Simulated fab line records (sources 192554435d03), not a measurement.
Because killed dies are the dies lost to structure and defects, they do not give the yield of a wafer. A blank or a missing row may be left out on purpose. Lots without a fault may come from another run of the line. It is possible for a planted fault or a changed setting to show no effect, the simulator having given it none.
fab line records	flow n5_finfet
[record] lots = 4	wafers = 11	last_day = 17
route steps=1938 shown BEOL_M0_SAQP@686 BEOL_M0_CUTY@701 BEOL_M0@715 BEOL_M4@1111 PASSIVATION@1936
lots that met no fault: taken from a fault-free run of the same line
start_h: start of the lot's first displayed wafer, in hours after the record's first day	wait_h: time in hours since the lot's previous step	" the same as in the row above	L1.1+2: a single row standing in for several wafers	- no value present, or no start provided	* or withheld: withheld	< > ~ a bound
route shown NAME@n: NAME is a module with steps in the file, n the number in the route of the first one	usual: the fault-free wafers' mean and standard deviation	same: alike in all rows	chamber/n: place in a boat	sites: the reading at each site	_std_site: the standard deviation of these	_edge_site: outer sites' mean less inner sites'	radius_mm: for every site, how far away it sits from the centre of the wafer	mask NAME#n: copy n	behind: the last tool/chamber to shape the wafer	hold: why the lot was held/for how many hours/how that ended	device: the n, p or np transistor that did not switch	end of line: tests run on the same wafers once the route is complete	a step without rows: its recipe alone	killed: not the wafer's yield, but the dies lost to structure and defects at the first sort	map: per-die view of a wafer (x killed, . not killed, _ where there is no die)
set.NAME: the run value of the setting; set.NAME@STEP: its run value at that earlier step	model.NAME: the simulator's own value behind a step, which no gauge read
lots at selected steps of the route; one table per step, one row per wafer
services: the hour from which a tool's chamber was out of use, counted from the record's first day as start_h (under 0 if before that day), plus the number of hours and why
[[steps]]
[step N5_BEOL_M0_SAQP_EXPOSE_37]
[recipe] mask_id = M0_CUT1	na = 0.33	source_shape = annular	sigma_inner = 0.35	sigma_outer = 0.8	polarization = unpolarized	target_cd_nm = 30	dose_mj = 44.75
[step N5_BEOL_M0_SAQP_PEB_38]
[recipe] peb_temp_c = 100	peb_time_s = 60	resist = CAR-EUV
[step N5_BEOL_M0_SAQP_DEVELOP_39]
[recipe] develop_time_s = 30	developer = TMAH	resist = CAR-EUV	rinse_liquid = surfactant_rinse	dry = air_spin	dev_temp_c = 23
[step N5_BEOL_M0_SAQP_DESCUM_45]
[recipe] chemistry = O2	time_s = 7	source_power_w = 50	bias_power_w = 20	pressure_mtorr = 20	rf_frequency_hz = 2.712e+07	temp_c = 40	resist = CAR-EUV	o2_flow_sccm = 225
[step N5_BEOL_M0_SAQP_ETCH_88]
[recipe] chemistry = N2/H2	target = underlayer	target_depth_a = 65	time_s = 5.2	ion_energy_ev = 200	mask_material = CAR-EUV	pressure_mtorr = 30	source_w = 840	bias_w = 150	n2_flow_sccm = 200	h2_flow_sccm = 200	ends = cleared
[step N5_BEOL_M0_SAQP_ETCH_73]
[recipe] chemistry = CF4	target = SiARC	target_depth_a = 195	mask_material = CAR-EUV	time_s = 32.5	ion_energy_ev = 80	pressure_mtorr = 40	source_w = 545	bias_w = 36	Ar_flow_sccm = 100	cf4_flow_sccm = 100	ends = cleared
[step N5_BEOL_M0_SAQP_CUT_ETCH_46]
[recipe] chemistry = N2/H2	target = SOC	target_depth_a = 1350	overetch_a = 270	temp_c = 40	time_s = 202.5	ion_energy_ev = 200	mask_material = SiARC	pressure_mtorr = 30	source_w = 840	bias_w = 150	n2_flow_sccm = 200	h2_flow_sccm = 200
[step N5_BEOL_M0_SAQP_STRIP_74]
[recipe] chemistry = N2/H2	temp_c = 40	n2_flow_sccm = 200	h2_flow_sccm = 200	rf_frequency_hz = 6e+07
[step N5_BEOL_M0_SAQP_STRIP_89]
[recipe] chemistry = N2/H2	temp_c = 40	n2_flow_sccm = 200	h2_flow_sccm = 200	rf_frequency_hz = 6e+07
[step N5_BEOL_M0_SAQP_ALD_48]
[recipe] material = SiO2	target_thk_a = 200	temp_c = 100	ald_precursor_family = BDEAS	ald_co_reactant = O2-plasma	pulse_time_s = 1	co_reactant_pulse_time_s = 1	purge_time_s = 2	co_reactant_purge_time_s = 2	ald_cycles = 139	pressure_torr = 2
[usual] ald_cycles = 139/0	chamber_pressure_Torr = 2.000/0.0043	heater_power_w = 81/7.3	precursor_pulse_height_rel = 1.005/0.022
lot.wafer	tool	chamber	start_h	wait_h	ald_cycles	chamber_pressure_Torr	heater_power_w	precursor_pulse_height_rel	model.SiO2_of_BEOL_M0_SAQP_ALD_48.thk_nm
L410.1	ald_sin-01	0	127.95	0.0	139	1.998	87	0.996	20
L410.2	"	2	"	"	139	1.993	77	0.989	20
L410.6	"	1	"	"	139	1.998	82	1.021	19.8
L419.2	ald_sin-01	3	186.57	0.7	163	1.992	79	1.034	23.4
L419.4	"	0	"	"	139	1.995	87	0.998	20
L419.5	"	1	"	"	163	2.001	83	1.014	23.4
L420.2	ald_sin-01	0	189.10	0.1	163	1.998	85	0.947	23.4
L420.5	"	3	"	"	163	2.005	77	0.994	23.4
L429.2	ald_sin-04	2	240.37	0.0	139	1.997	80	0.997	20
L429.3	"	3	"	"	139	2.002	70	0.981	20
L429.5	"	1	"	"	139	2.004	88	1.024	20
[step N5_BEOL_M0_SAQP_ETCH_49]
[recipe] chemistry = CF4/O2	target_depth_a = 370	target = SiO2	pressure_mtorr = 40	source_w = 535	bias_w = 49	Ar_flow_sccm = 100	cf4_flow_sccm = 100	O2_flow_sccm = 10	ion_energy_ev = 100
[step N5_BEOL_M0_SAQP_STRIP_75]
[recipe] chemistry = CF4	resist = SiARC	power_w = 300	bias_power_w = 75	pressure_mtorr = 50	cf4_flow_sccm = 150	rf_frequency_hz = 6e+07
[step N5_BEOL_M0_CUTY_COAT_50]
[recipe] resist = SiARC	temp_c = 220	time_s = 60	spin_rpm = 1500	resist_thk_nm = 15
[step N5_BEOL_M0_CUTY_COAT_51]
[recipe] resist = CAR-ArF-block	spin_rpm = 1500	resist_thk_nm = 150
[step N5_BEOL_M0_CUTY_EBR_52]
[recipe] solvent = PGMEA	ebr_width_mm = 1.5
[step N5_BEOL_M0_CUTY_SOFTBAKE_53]
[recipe] temp_c = 110	time_s = 60	resist = CAR-ArF-block
[step N5_BEOL_M0_CUTY_EXPOSE_54]
[recipe] mask_id = M0_ABLK	na = 1.35	source_shape = conventional	sigma_outer = 0.8	polarization = unpolarized	dose_mj = 36
[step N5_BEOL_M0_CUTY_PEB_55]
[recipe] peb_temp_c = 110	peb_time_s = 60	resist = CAR-ArF-block
[step N5_BEOL_M0_CUTY_DEVELOP_56]
[recipe] develop_time_s = 30	developer = TMAH	resist = CAR-ArF-block	rinse_liquid = diw	dry = air_spin	dev_temp_c = 23
[step N5_BEOL_M0_CUTY_DESCUM_61]
[recipe] chemistry = O2	time_s = 7.9	source_power_w = 50	bias_power_w = 20	pressure_mtorr = 20	rf_frequency_hz = 2.712e+07	temp_c = 40	resist = CAR-ArF-block	o2_flow_sccm = 225
[step N5_BEOL_M0_CUTY_ETCH_62]
[recipe] chemistry = CF4	target = SiARC	mask_material = CAR-ArF-block	time_s = 58.5	ion_energy_ev = 80	pressure_mtorr = 40	source_w = 545	bias_w = 36	Ar_flow_sccm = 100	cf4_flow_sccm = 100	ends = cleared
[step N5_BEOL_M0_CUTY_ETCH_63]
[recipe] chemistry = N2/H2	target = SOC	target_depth_a = 827	overetch_a = 165	mask_material = SiARC	temp_c = 40	ion_energy_ev = 200	time_s = 124	pressure_mtorr = 30	source_w = 840	bias_w = 150	n2_flow_sccm = 200	h2_flow_sccm = 200
[step N5_BEOL_M0_CUTY_STRIP_64]
[recipe] chemistry = N2/H2	temp_c = 40	n2_flow_sccm = 200	h2_flow_sccm = 200	rf_frequency_hz = 6e+07
[step N5_BEOL_M0_ETCH_138]
[recipe] chemistry = CH3F/O2	target_depth_a = 120	target = SiCN	time_s = 31.6	ion_energy_ev = 120	pressure_mtorr = 30	source_w = 395	bias_w = 75	Ar_flow_sccm = 150	CH3F_flow_sccm = 30	O2_flow_sccm = 20	ends = cleared
[step N5_BEOL_M0_HM_OPEN_105]
[recipe] chemistry = Cl2/BCl3	target_depth_a = 120	target = TiN	ion_energy_ev = 150	pressure_mtorr = 10	icp_w = 1000	bias_w = 126	Cl2_flow_sccm = 53.25	bcl3_flow_sccm = 21.75	Ar_flow_sccm = 25
[step N5_BEOL_M0_STRIP_140]
[recipe] chemistry = CF4	resist = SiARC	power_w = 300	bias_power_w = 75	pressure_mtorr = 50	cf4_flow_sccm = 150	rf_frequency_hz = 6e+07
[usual] chamber_pressure_mTorr = 50.00/0.065	drypump_motor_current_A = 5.5/0.43	oes_product_au = 0.79/0.091	rf_vpp_V = 271.5/1.9	showerhead_plenum_p_Torr = 1.81/0.065	throttle_valve_pct = 13.6/0.31
lot.wafer	tool	chamber	start_h	wait_h	chamber_pressure_mTorr	drypump_motor_current_A	oes_product_au	rf_hours_counter_h	rf_vpp_V	showerhead_plenum_p_Torr	throttle_valve_pct	model.SiO2_of_BEOL_M0_SAQP_ALD_48.thk_nm
L410.1	rie_diel-05	0	130.46	0.2	50.00	4.7	0.89	23	271.3	1.83	13.2	12
L410.2	"	3	"	"	50.04	6.3	0.95	5	273.2	1.77	13.0	11.6
L410.6	"	1	"	"	49.98	5.6	0.81	-	270.2	1.75	13.7	11.4
L419.2	rie_diel-05	2	193.44	0.1	50.05	5.7	0.67	237	270.4	1.76	13.9	12.8
L419.4	"	3	"	"	50.08	6.3	0.90	28	271.2	1.77	13.1	10.6
L419.5	"	3	"	"	49.93	6.3	0.89	-	269.0	1.77	13.1	12
L420.2	rie_diel-05	3	200.87	0.2	49.91	6.3	0.89	30	271.1	1.76	13.1	12.8
L420.5	"	1	"	"	50.06	5.6	0.78	-	269.5	1.74	13.7	14.2
L429.2	rie_diel-03	2	242.03	0.2	50.03	6.0	0.84	60	273.2	1.88	13.2	11.4
L429.3	"	3	"	"	50.07	5.4	0.78	108	272.9	1.87	13.5	11
L429.5	"	3	"	"	50.09	5.4	0.78	-	275.2	1.87	13.5	10.8
[step N5_BEOL_M0_STRIP_104]
[recipe] chemistry = N2/H2	power_w = 450	temp_c = 40	pressure_mtorr = 20	rf_frequency_hz = 6e+07	overash_fraction = 0.3	bias_power_w = 7	h2_frac = 0.5	n2_flow_sccm = 200	h2_flow_sccm = 200
[step N5_BEOL_M4_RC_MEAS_101]
[usual] DIBL_N = 37.5/2.5	DIBL_P = 38/3.1	IOFF_N = 0.19/0.059	IOFF_P = 0.24/0.061	ION_N = 679/16	ION_P = 465/9.8	SS_N = 72.0/0.8	SS_P = 73.7/0.86	VT_N = 248/4.5	VT_P = -249/3.5
lot.wafer	tool	chamber	start_h	wait_h	DIBL_N[mV/V]	DIBL_P[mV/V]	IOFF_N[nA/um]	IOFF_P[nA/um]	ION_N[uA/um]	ION_P[uA/um]	SS_N[mV/dec]	SS_P[mV/dec]	VT_N[mV]	VT_P[mV]
L410.1	prober-02	0	179.55	0.0	39.0	40	0.19	0.24	681	469	71.7	74.0	251	-251
L410.2	"	0	"	"	42.0	44	0.26	0.30	672	455	72.5	75.3	245	-248
L410.6	"	0	"	"	36.8	39	0.15	0.21	665	455	71.2	74.0	254	-252
L419.2	prober-02	0	252.21	0.2	41.4	44	0.33	0.39	689	473	73.4	75.0	238	-242
L419.4	"	0	"	"	39.5	39	0.23	0.26	687	466	72.6	72.7	246	-245
L419.5	"	0	"	"	39.4	41	0.23	0.28	679	467	72.1	73.8	243	-246
L420.2	prober-02	0	253.39	0.2	37.7	38	0.20	0.22	663	450	71.7	73.8	244	-250
L420.5	"	0	"	"	35.4	35	0.16	0.18	665	454	72.1	73.3	249	-255
L429.2	prober-01	0	310.58	0.2	43.1	44	0.36	0.33	707	474	73.5	74.9	239	-246
L429.3	"	0	"	"	38.4	39	0.19	0.22	678	460	71.5	74.5	250	-252
L429.5	"	0	"	"	38.9	38	0.22	0.23	681	459	72.7	74.1	247	-251
[step N5_PASSIVATION_PROBE_49]
[usual] defect_limited_yield = 91.0/1.4	killed_at_M0_to_M3 = 35/10	killed_at_M4_up = 14/5.5	killed_at_contacts = 13/5.6	killed_at_front_end = 41/11	killed_at_other = 4/3.4	killed_dies = 106/16	killed_on_rim = 13/4	killed_open = 68/12	killed_short = 35/7.3	sort_bin_4_leakage = 0.3/2.1	sort_bin_5_function = 5.3/0.89	sort_bin_6_memory = 3.4/0.67	sort_bin_8_speed = 0.01/0.11	sort_n_pass = 1070/28	sort_yield_pct = 90.7/2.4
[same] gross_dies = 1180	killed_at_back_side = 0
lot.wafer	tool	chamber	start_h	wait_h	defect_limited_yield[%]	killed_at_M0_to_M3	killed_at_M4_up	killed_at_contacts	killed_at_front_end	killed_at_other	killed_dies	killed_on_rim	killed_open	killed_short	sort_bin_4_leakage[%]	sort_bin_5_function[%]	sort_bin_6_memory[%]	sort_bin_8_speed[%]	sort_n_pass	sort_yield_pct[%]
L419.2	prober-02	-	355.33	0.1	91.0	47	16	3	36	4	106	11	70	36	1.5	5.3	3.4	0	1056	89.5
L419.4	prober-02	-	355.43	0.2	90.4	46	17	11	39	0	113	11	77	35	0	5.3	4.0	0	1067	90.4
L419.5	prober-02	-	355.48	0.2	93.1	29	17	7	29	0	82	7	55	26	0	3.6	3.0	0	1098	93.1
L420.2	prober-02	-	376.53	0.1	95.1	12	10	5	31	0	58	10	35	22	0	3.0	1.9	0	1122	95.1
L420.5	prober-02	-	376.68	0.2	92.2	31	15	8	36	2	92	15	59	31	0	4.4	3.1	0.08	1088	92.2
L429.2	prober-01	-	415.51	0.1	93.1	22	10	8	38	4	82	9	60	18	6.2	3.3	3.2	0	1025	86.9
L429.3	prober-01	-	415.56	0.1	90.3	41	14	11	46	2	114	14	76	35	0	5.8	3.4	0	1066	90.3
L429.5	prober-01	-	415.66	0.2	90.9	30	12	12	49	4	107	8	64	42	0	5.9	2.9	0	1073	90.9
// killed by level:class
L419.2 BEOL_M3:geometric_particle:open=13 BEOL_M0_SAQP:geometric_particle:short=11 FIN_SAQP:geometric_particle:short=8 STI_FIN_REVEAL:geometric_particle:open=8 FIN_SAQP:geometric_particle:open=7 BEOL_M0_SAQP:geometric_particle:open=6 BEOL_M1:geometric_particle:open=6 BEOL_M4:geometric_particle:open=5
L419.4 BEOL_M3:geometric_particle:open=14 FIN_SAQP:geometric_particle:open=11 MOL_CONTACT_COAG:geometric_particle:open=10 BEOL_M0_SAQP:geometric_particle:short=7 BEOL_M4:geometric_particle:open=7 BEOL_M2:geometric_particle:open=6 BEOL_M0_SAQP:geometric_particle:open=5 BEOL_M0:geometric_particle:short=5
L419.5 BEOL_M3:geometric_particle:open=9 FIN_SAQP:geometric_particle:open=6 BEOL_M4:geometric_particle:open=6 DUMMY_GATE:geometric_particle:open=5 MOL_CONTACT_COAG:geometric_particle:open=5 BEOL_M2:geometric_particle:open=5 FIN_SAQP:geometric_particle:short=3 BEOL_M0_SAQP:geometric_particle:short=3
L420.2 STI_FIN_REVEAL:geometric_particle:open=8 FIN_SAQP:geometric_particle:short=7 BEOL_M0_SAQP:geometric_particle:open=6 MOL_CONTACT_COAG:geometric_particle:open=4 STI_FIN_REVEAL:geometric_particle:short=4 DUMMY_GATE:geometric_particle:open=3 BEOL_M5:geometric_particle:open=3 SPACER0:geometric_particle:short=2
L420.5 FIN_SAQP:geometric_particle:short=12 BEOL_M0_SAQP:geometric_particle:open=9 FIN_SAQP:geometric_particle:open=7 MOL_CONTACT_COAG:geometric_particle:open=7 BEOL_M0_SAQP:geometric_particle:short=7 BEOL_M7:geometric_particle:open=5 DUMMY_GATE:geometric_particle:open=4 BEOL_M1:geometric_particle:open=4
L429.2 STARTING-WAFER:geometric_particle:open=8 STI_FIN_REVEAL:geometric_particle:open=7 MOL_CONTACT_COAG:geometric_particle:open=7 BEOL_M0_SAQP:geometric_particle:open=6 BEOL_M3:geometric_particle:open=5 BEOL_M4:geometric_particle:open=5 FIN_SAQP:geometric_particle:short=4 GATE_CUT:geometric_particle:short=4
L429.3 FIN_SAQP:geometric_particle:open=14 MOL_CONTACT_COAG:geometric_particle:open=10 BEOL_M3:geometric_particle:open=10 STI_FIN_REVEAL:geometric_particle:open=9 BEOL_M1:geometric_particle:open=7 FIN_SAQP:geometric_particle:short=6 BEOL_M0_SAQP:geometric_particle:short=6 BEOL_M0_SAQP:geometric_particle:open=6
L429.5 FIN_SAQP:geometric_particle:open=13 MOL_CONTACT_COAG:geometric_particle:open=9 GATE_CUT:geometric_particle:short=8 FIN_SAQP:geometric_particle:short=7 BEOL_M3:geometric_particle:open=7 BEOL_M1:geometric_particle:short=5 BEOL_M1:geometric_particle:open=5 BEOL_M2:geometric_particle:open=5
[[services]]
tool	chamber	start_h	hours	kind
rie_diel-03	2	110.03	1.3	repair
rie_diel-03	-	114.49	14.6	pm
rie_diel-03	1	157.81	-	clean
rie_diel-03	1	157.81	-	consumable_replace:focus_ring
rie_diel-03	1	157.81	-	consumable_replace:showerhead
rie_diel-03	1	157.81	22.6	scheduled_down
rie_diel-03	1	157.81	22.6	vent_cycle
rie_diel-03	0	167.94	1.8	repair
ald_sin-01	3	170.45	13.0	repair
ald_sin-04	-	176.75	14.0	pm
ald_sin-04	0	176.75	14.0	vent_cycle
ald_sin-04	1	176.75	14.0	vent_cycle
ald_sin-04	2	176.75	14.0	vent_cycle
ald_sin-04	3	176.75	14.0	vent_cycle
ald_sin-04	0	190.75	-	clean
ald_sin-04	1	190.75	-	clean
ald_sin-04	2	190.75	-	clean
ald_sin-04	3	190.75	-	clean
ald_sin-01	2	205.75	6.1	repair
ald_sin-01	1	221.23	11.0	repair
[[key]]
[first_sign] step = N5_BEOL_M0_SAQP_ALD_48	reading = ald_cycles	direction = up	sigmas = 99+	usual = *	struck = *
effect none on later readings
[model_effect] step = N5_BEOL_M0_SAQP_ALD_48	value = SiO2_of_BEOL_M0_SAQP_ALD_48.thk_nm	without = 20	struck = 23.4
[model_effect] step = N5_BEOL_M0_STRIP_140	value = SiO2_of_BEOL_M0_SAQP_ALD_48.thk_nm	without = 11	struck = 12.95
met_at N5_BEOL_M0_SAQP_ALD_48
struck_wafers L419.2,L419.5,L420.2,L420.5
onset_between 127.95 186.57
[fault] kind = process_parameter_drift	tool = ald_sin-01	chamber = -	onset_h = 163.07	steps = N5_BEOL_M0_SAQP_ALD_48	channel = ald_cycles	offset = *	shape = step	end_h = 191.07	scope = struck_wafers_only	acts_in = *	stated = *
